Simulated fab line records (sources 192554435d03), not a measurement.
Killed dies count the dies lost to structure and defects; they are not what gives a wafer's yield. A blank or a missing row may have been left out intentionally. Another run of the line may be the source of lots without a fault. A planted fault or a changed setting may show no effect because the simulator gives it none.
Problem report, 8D (eight disciplines) form, completed by code + flow n5 finfet + the parts of the form that need people (team, actions taken, sign-off) are left out

== 1. WHAT WENT WRONG ==
Wafers without a fault read 1500.0 rpm, standard deviation 0.89; spin speed rpm at N5_BEOL_M0_SAQP_COAT_82 reads a mean of 1407.1 rpm on 6 wafers belonging to 2 lots. That is -99 or more standard deviations from the usual mean.
The step: time 60 s, resist thk 30 nm.
The first sign was on wafer L481.1 at day 9 16:43, on litho track-01. Wafers with a number at this step in the record: 33, from 11 lots. The rule behind "out" and "out of limits": a value lying over 4 standard deviations away from the usual mean. The rest of the wafers with a number are treated as sound.

== 2. WHAT IT IS, AND WHAT IT ISN'T ==
| question                    | is                     | is not                                                                                 |
|-----------------------------|------------------------|----------------------------------------------------------------------------------------|
| which readings at this step | spin speed rpm         | heater power total W                                                                   |
| which lots                  | L481, L483             | L467, L471, L472, L475, L479, L482, L484, L487, L488                                   |
| which wafers of those lots  | all that have a number | -                                                                                      |
| read on which tools         | litho track-01         | litho track-04, litho track-05                                                         |
| when                        | from day 9 16:43       | up to then (15 sound wafers); but 12 sound wafers of L482, L484, L487, L488 came after |

== 3. THE SUSPECTS, EACH WITH WHAT RULES IT OUT ==
Counting: a tool stays on the suspect list if, at a process step up to the reading, it processed all lots that are out and no sound lot following the first of them.
- litho track-01 at N5_BEOL_M0_SAQP_COAT_82 (time 60 s, resist thk 30 nm): kept. Every lot that is out went through it, starting with L481 (day 9 16:43), and after that it ran no sound lot; the last sound lot it ran before then is L475 (day 8 07:19). Its own spin speed rpm readings are out on those wafers.
The count leaves litho track-01 at N5_BEOL_M0_SAQP_COAT_82.

== 4. THE CAUSE (what the simulator had put in) ==
Process parameters drifting: litho track-01 at N5_BEOL_M0_SAQP_COAT_82, beginning at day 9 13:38. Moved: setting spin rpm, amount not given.
Counting left only this tool.

== 5. THE EFFECT CHAIN, in route order ==
Each row: a reading where the mean over the struck wafers with a number is more than 3 standard deviations away from the usual. Only readings whose record carries a usual standard deviation are examined. hours: median over the lots of the time between each lot's start at the first step of this table that gives one and its start at this step. sigmas: the change, counted in usual standard deviations.
| hours | step                    | reading        | usual      | on struck wafers | change | sigmas      |
|-------|-------------------------|----------------|------------|------------------|--------|-------------|
| 0     | N5_BEOL_M0_SAQP_COAT_82 | spin speed rpm | 1500.0 rpm | 1407.1           | -92.9  | -99 or more |
The process steps in it:
- N5_BEOL_M0_SAQP_COAT_82: time 60 s, resist thk 30 nm.
Later steps that measure or inspect, where all struck wafers having a row at the step show a number for every such reading and not one has moved that far: N5_BEOL_M4_RC_MEAS_101.

== 6. HOW IT WOULD HAVE BEEN CAUGHT EARLIER ==
3 hours passed between the start of the fault at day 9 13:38 and the first reading out of limits in this record, taken at day 9 16:43.
